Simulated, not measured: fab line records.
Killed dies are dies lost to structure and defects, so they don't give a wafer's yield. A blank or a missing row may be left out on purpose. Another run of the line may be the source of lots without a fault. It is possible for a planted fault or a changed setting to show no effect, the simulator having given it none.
Which tool did it? + flow n5Finfet + 9 lots with 27 wafers sampled at 6 steps, on a route of 1938 steps

== WHAT EACH GAUGE READ, for each wafer ==
N5_BEOL_M2_CD_MEAS_28: target cd 26.2 nm, target cd y 24.1 nm. Usual: cdNm 26.21 nm, standard deviation 0.22.
| lot  | measured     | on       | cdNm (nm)         | flag |
|------|--------------|----------|-------------------|------|
| L483 | day 6 07:31  | cdSem-01 | 26.46 26.23 26.51 |      |
| L485 | day 7 00:02  | cdSem-02 | 26.33 26.64 26.53 |      |
| L486 | day 7 06:13  | cdSem-02 | 26.24 26.33 26.64 |      |
| L494 | day 9 09:20  | cdSem-03 | 26.13 26.25 26.08 |      |
| L499 | day 10 14:44 | cdSem-01 | 26.51 26.57 26.16 |      |
| L500 | day 10 19:06 | cdSem-01 | 25.96 26.10 26.20 |      |
| L503 | day 11 13:27 | cdSem-03 | 25.93 26.25 26.04 |      |
| L504 | day 12 03:01 | cdSem-03 | 26.28 26.05 26.15 |      |
| L505 | day 12 09:03 | cdSem-03 | 26.42 25.77 26.27 |      |

N5_BEOL_M2_INSPECT_30: inspects for defects (brightfield). Usual: rawDefectCount 394, standard deviation 91.
| lot  | measured     | on               | rawDefectCount | flag |
|------|--------------|------------------|----------------|------|
| L483 | day 6 07:35  | defectInspect-02 | 427 354 336    |      |
| L485 | day 7 00:07  | defectInspect-01 | 388 455 475    |      |
| L486 | day 7 06:18  | defectInspect-01 | 408 282 290    |      |
| L494 | day 9 09:26  | defectInspect-01 | 419 406 416    |      |
| L499 | day 10 14:49 | defectInspect-01 | 380 712 282    |      |
| L500 | day 10 19:11 | defectInspect-02 | 330 858 513    |      |
| L503 | day 11 13:32 | defectInspect-02 | 383 287 508    |      |
| L504 | day 12 03:07 | defectInspect-01 | 279 262 354    |      |
| L505 | day 12 09:08 | defectInspect-02 | 383 269 300    |      |

N5_BEOL_M4_RC_MEAS_101. Usual: DIBL_N 35.9 mV/V, standard deviation 1.9; DIBL_P 35.8 mV/V, standard deviation 2.4; IOFF_N 0.15 nA/um, standard deviation 0.031; IOFF_P 0.21 nA/um, standard deviation 0.037; ION_N 672 uA/um, standard deviation 13; ION_P 462 uA/um, standard deviation 8.3; SS_N 71.5 mV/dec, standard deviation 0.72; SS_P 73.2 mV/dec, standard deviation 0.67; VT_N 250 mV, standard deviation 3.4; VT_P -250 mV, standard deviation 3.4.
| lot  | measured     | on        | DIBL_N (mV/V)  | DIBL_P (mV/V)  | IOFF_N (nA/um) | IOFF_P (nA/um) | ION_N (uA/um) | ION_P (uA/um) | SS_N (mV/dec)  | SS_P (mV/dec)  | VT_N (mV)   | VT_P (mV)      | flag |
|------|--------------|-----------|----------------|----------------|----------------|----------------|---------------|---------------|----------------|----------------|-------------|----------------|------|
| L483 | day 7 22:57  | prober-02 | 37.0 36.5 36.5 | 37.6 35.3 36.1 | 0.15 0.13 0.13 | 0.22 0.18 0.19 | 676 657 660   | 466 450 457   | 71.2 71.2 71.4 | 73.8 73.2 72.7 | 250 253 252 | -250 -253 -251 |      |
| L485 | day 8 16:59  | prober-02 | 32.8 33.6 32.4 | 33.2 34.1 32.9 | 0.11 0.11 0.10 | 0.14 0.14 0.13 | 650 640 651   | 452 435 444   | 70.8 70.8 70.5 | 72.9 73.1 72.6 | 255 259 258 | -258 -259 -258 |      |
| L486 | day 9 05:14  | prober-02 | 35.8 37.4 35.5 | 35.0 36.8 34.3 | 0.13 0.16 0.13 | 0.18 0.22 0.18 | 661 669 669   | 453 462 459   | 71.1 72.1 71.0 | 72.7 73.6 73.0 | 251 252 252 | -252 -250 -251 |      |
| L494 | day 11 04:35 | prober-02 | 37.5 36.8 39.8 | 36.0 35.3 39.6 | 0.17 0.16 0.23 | 0.22 0.21 0.31 | 689 670 699   | 475 464 482   | 71.7 71.8 72.4 | 72.8 72.9 73.8 | 248 248 243 | -247 -246 -241 |      |
| L499 | day 12 00:19 | prober-01 | 35.3 35.6 34.8 | 36.0 35.1 35.6 | 0.14 0.14 0.13 | 0.21 0.19 0.20 | 675 669 666   | 473 460 461   | 70.9 70.4 71.4 | 73.6 73.2 72.9 | 251 252 254 | -248 -250 -251 |      |
| L500 | day 11 21:08 | prober-02 | 39.6 38.2 36.8 | 39.5 36.9 36.1 | 0.21 0.18 0.16 | 0.29 0.24 0.22 | 684 682 674   | 476 469 464   | 71.4 72.2 71.6 | 74.8 73.5 73.5 | 243 247 248 | -247 -251 -249 |      |
| L503 | day 13 07:49 | prober-01 | 37.3 35.4 35.8 | 37.4 36.2 35.8 | 0.19 0.16 0.17 | 0.26 0.23 0.23 | 682 676 688   | 470 472 471   | 71.5 70.8 70.9 | 73.0 73.6 72.9 | 244 247 247 | -246 -248 -248 |      |
| L504 | day 13 22:16 | prober-02 | 36.2 37.0 35.5 | 39.0 39.4 37.0 | 0.16 0.16 0.14 | 0.23 0.22 0.19 | 667 662 672   | 459 451 461   | 71.7 71.6 71.8 | 73.3 73.5 73.1 | 252 249 252 | -248 -250 -250 |      |
| L505 | day 13 22:01 | prober-01 | 38.1 37.9 35.8 | 39.6 38.2 37.0 | 0.19 0.18 0.15 | 0.26 0.23 0.20 | 677 696 674   | 462 474 464   | 72.5 72.1 71.2 | 74.5 74.2 74.0 | 246 249 251 | -246 -248 -251 |      |

== EACH LOT AND THE TOOL THAT RAN IT (in order: tool; ch and the chambers of the sampled wafers; start) ==
| lot  | N5_BEOL_M2_ETCH_64                | N5_BEOL_M2_ALD_98                | N5_BEOL_M2_ETCHBACK_99            |
|------|-----------------------------------|----------------------------------|-----------------------------------|
| L483 | rieDiel-05 ch 0,1,3, day 6 06:50  | aldSin-03 ch 0,1,2, day 6 07:46  | rieDiel-05 ch 0,2,3, day 6 12:49  |
| L485 | rieDiel-05 ch 0,1,2, day 6 23:19  | aldSin-04 ch 0,2, day 7 00:19    | rieDiel-04 ch 0,1,2, day 7 08:09  |
| L486 | rieDiel-04 ch 0,2,3, day 7 05:32  | aldSin-02 ch 0,3, day 7 06:40    | rieDiel-06 ch 1,2,3, day 8 04:10  |
| L494 | rieDiel-05 ch 1,2,3, day 9 08:32  | aldSin-04 ch 0,1,3, day 9 09:36  | rieDiel-05 ch 0,1,3, day 9 10:17  |
| L499 | rieDiel-05 ch 0,3, day 10 13:57   | aldSin-04 ch 0,2,3, day 10 14:59 | rieDiel-04 ch 0,1,3, day 10 17:25 |
| L500 | rieDiel-05 ch 0,2,3, day 10 18:23 | aldSin-04 ch 1,2,3, day 10 19:33 | rieDiel-04 ch 0,2,3, day 10 21:15 |
| L503 | rieDiel-04 ch 0,1,3, day 11 12:47 | aldSin-02 ch 2,3, day 11 13:52   | rieDiel-04 ch 0,1, day 11 16:10   |
| L504 | rieDiel-06 ch 1,2,3, day 12 02:20 | aldSin-04 ch 0,1,2, day 12 03:18 | rieDiel-04 ch 0,1,2, day 12 13:51 |
| L505 | rieDiel-06 ch 0,2,3, day 12 08:22 | aldSin-02 ch 0,3, day 12 09:37   | rieDiel-04 ch 0,1,2, day 12 15:01 |
- N5_BEOL_M2_ETCH_64: etches SOC in N2/H2, target depth 75 nm, overetch 22.5 nm, time 121.9 s.
- N5_BEOL_M2_ALD_98: deposits SiO2, target thk 2.5 nm, pulse time 1 s, co reactant pulse time 1 s.
- N5_BEOL_M2_ETCHBACK_99: etches SiO2 in CHF3, target depth 5 nm, time 10.4 s.

== WHAT THE TOOLS THEMSELVES READ (means of the sampled wafers that have a number; where no wafer has one, the mark that the record gives instead) ==
N5_BEOL_M2_ETCH_64. Usual: drypumpMotorCurrentA 5.7 A (standard deviation 0.53); h2FlowSccm 200.0 sccm (standard deviation 0.55); oesProductAu 0.59 a.u. (standard deviation 0.059); rfFwdPowerW 836.1 W (standard deviation 2.5); rfVppV 523.1 V (standard deviation 2.7); showerheadPlenumPTorr 2.51 Torr (standard deviation 0.093); throttleValvePct 17.88 % (standard deviation 0.23).
| lot  | tool       | drypumpMotorCurrentA (A) | h2FlowSccm (sccm) | oesProductAu (a.u.) | rfFwdPowerW (W) | rfVppV (V) | showerheadPlenumPTorr (Torr) | throttleValvePct (%) | flag |
|------|------------|--------------------------|-------------------|---------------------|-----------------|------------|------------------------------|----------------------|------|
| L483 | rieDiel-05 | 5.7                      | 200.5             | 0.57                | 838.3           | 522.8      | 2.49                         | 17.95                |      |
| L485 | rieDiel-05 | 6.1                      | 199.7             | 0.58                | 836.0           | 522.5      | 2.51                         | 18.00                |      |
| L486 | rieDiel-04 | 5.3                      | 200.0             | 0.56                | 838.5           | 524.4      | 2.58                         | 18.00                |      |
| L494 | rieDiel-05 | 6.0                      | 200.6             | 0.57                | 835.2           | 523.3      | 2.49                         | 17.84                |      |
| L499 | rieDiel-05 | 5.6                      | 200.1             | 0.56                | 834.4           | 522.7      | 2.52                         | 18.08                |      |
| L500 | rieDiel-05 | 5.9                      | 200.1             | 0.57                | 835.2           | 524.3      | 2.53                         | 17.91                |      |
| L503 | rieDiel-04 | 5.6                      | 199.7             | 0.58                | 833.9           | 524.3      | 2.55                         | 18.11                |      |
| L504 | rieDiel-06 | 5.4                      | 200.0             | 0.61                | 837.5           | 521.6      | 2.45                         | 17.72                |      |
| L505 | rieDiel-06 | 5.7                      | 200.3             | 0.67                | 836.7           | 523.9      | 2.51                         | 17.65                |      |

N5_BEOL_M2_ALD_98. Usual: chamberPressureTorr 2.000 Torr, standard deviation 0.0049; heaterPowerW 79 W, standard deviation 6; precursorPulseHeightRel 0.999, standard deviation 0.02.
| lot  | tool      | chamberPressureTorr (Torr) | heaterPowerW (W) | precursorPulseHeightRel | flag |
|------|-----------|----------------------------|------------------|-------------------------|------|
| L483 | aldSin-03 | 2.002                      | 83               | 1.019                   |      |
| L485 | aldSin-04 | 2.000                      | 84               | 1.002                   |      |
| L486 | aldSin-02 | 2.000                      | 75               | 1.001                   |      |
| L494 | aldSin-04 | 1.998                      | 80               | 0.990                   |      |
| L499 | aldSin-04 | 1.998                      | 81               | 1.006                   |      |
| L500 | aldSin-04 | 2.000                      | 78               | 0.988                   |      |
| L503 | aldSin-02 | 1.993                      | 76               | 0.997                   |      |
| L504 | aldSin-04 | 1.997                      | 83               | 1.005                   |      |
| L505 | aldSin-02 | 1.997                      | 76               | 0.996                   |      |

N5_BEOL_M2_ETCHBACK_99. Usual: drypumpMotorCurrentA 5.6 A, standard deviation 0.54; oesProductAu 0.77 a.u., standard deviation 0.078; rfFwdPowerW 212.2 W, standard deviation 0.93; rfVppV 240 V, standard deviation 5.6; showerheadPlenumPTorr 2.14 Torr, standard deviation 0.08; throttleValvePct 17.20 %, standard deviation 0.18.
| lot  | tool       | drypumpMotorCurrentA (A) | oesProductAu (a.u.) | rfFwdPowerW (W) | rfVppV (V) | showerheadPlenumPTorr (Torr) | throttleValvePct (%) | flag |
|------|------------|--------------------------|---------------------|-----------------|------------|------------------------------|----------------------|------|
| L483 | rieDiel-05 | 5.9                      | 0.79                | 212.3           | 246        | 2.14                         | 17.10                |      |
| L485 | rieDiel-04 | 5.6                      | 0.78                | 212.5           | 238        | 2.23                         | 17.23                |      |
| L486 | rieDiel-06 | 5.4                      | 0.86                | 213.1           | 240        | 2.08                         | 16.94                |      |
| L494 | rieDiel-05 | 5.8                      | 0.74                | 212.0           | 240        | 2.10                         | 17.27                |      |
| L499 | rieDiel-04 | 5.6                      | 0.76                | 212.3           | 237        | 2.17                         | 17.32                |      |
| L500 | rieDiel-04 | 5.3                      | 0.71                | 212.4           | 242        | 2.17                         | 17.30                |      |
| L503 | rieDiel-04 | 5.9                      | 0.79                | 212.1           | 233        | 2.21                         | 17.31                |      |
| L504 | rieDiel-04 | 5.6                      | 0.74                | 211.4           | 239        | 2.21                         | 17.30                |      |
| L505 | rieDiel-04 | 5.5                      | 0.74                | 212.1           | 239        | 2.21                         | 17.31                |      |

== THE ANSWER, worked out from the rows above alone ==
Rule: a lot counts as off when the mean over its wafers that have a number is more than 3 standard deviations away from the usual mean. Also off: a lot with no number at a reading for which 4 or more lots have one. All remaining lots with rows at the step are treated as sound. The gauges are gone through in route order, then the tools' own readings, and for those a lot's mean is taken as printed above. At the first step where some lot is off, the reading lying furthest off is the one used; lots without a number count as furthest.
None of the lots is off at any reading shown; this tells nothing.

== WHAT WAS PUT IN BY THE SIMULATOR ==
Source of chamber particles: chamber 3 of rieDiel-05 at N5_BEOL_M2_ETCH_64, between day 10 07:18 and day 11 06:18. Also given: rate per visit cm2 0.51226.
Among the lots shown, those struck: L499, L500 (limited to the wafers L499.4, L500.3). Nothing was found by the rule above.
